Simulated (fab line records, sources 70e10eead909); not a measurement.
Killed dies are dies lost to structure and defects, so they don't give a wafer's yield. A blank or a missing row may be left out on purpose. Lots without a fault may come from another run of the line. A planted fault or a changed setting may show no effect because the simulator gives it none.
Chamber matching | flow nand_harc | NHARC_P_M0_STRIP_18 on rie_diel-03: 4 sister chambers
The step strips in N2/H2. 4 wafers are shown with their chamber, then 11 later ones without.

WAFERS WITH THEIR CHAMBER
wafer  | chamber | oes_product_au (a.u.)
L084.6 | 3       | 0.992
L086.2 | 0       | 0.989
L086.4 | 2       | 0.975
L089.3 | 1       | 0.997

WAFERS WITHOUT THEIR CHAMBER
wafer  | oes_product_au (a.u.)
L089.4 | 0.993
L089.5 | 0.995
L093.1 | 0.994
L093.4 | 1.002
L093.6 | 1.011
L094.2 | 0.993
L094.3 | 1.018
L094.4 | 1.001
L095.1 | 0.986
L095.2 | 1.002
L095.4 | 1.010

WHICH CHAMBER EACH WENT THROUGH
wafer  | from the rows above               | in truth
L089.4 | can't be placed: 3 or 0 or 1 or 2 | 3
L089.5 | can't be placed: 1 or 3 or 0      | 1
L093.1 | can't be placed: 3 or 1 or 0 or 2 | 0
L093.4 | can't be placed: 1 or 3 or 0      | 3
L093.6 | can't be placed: 1 or 3 or 0      | 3
L094.2 | can't be placed: 3 or 0 or 1 or 2 | 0
L094.3 | can't be placed: 1 or 3 or 0      | 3
L094.4 | can't be placed: 1 or 3 or 0      | 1
L095.1 | can't be placed: 0 or 3 or 1 or 2 | 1
L095.2 | can't be placed: 1 or 3 or 0      | 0
L095.4 | can't be placed: 1 or 3 or 0      | 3
Placed correctly: 0 of 11. Can't be placed from these rows: 11 (the true chamber is among the candidates in 11). Placed wrongly: 0.
How it was worked out, from the rows above alone: a wafer's distance from a chamber is the root of the sum, over the readings, of the square of ((its reading less the chamber's mean) divided by the reading's scatter). The wafer belongs to the nearest chamber; if the next one is less than 2 further off, it can't be placed. A chamber's mean is the mean of its shown wafers. The scatter: with one shown wafer a chamber, the root of the mean of the squares of how far each hidden wafer lies from its nearest shown one.
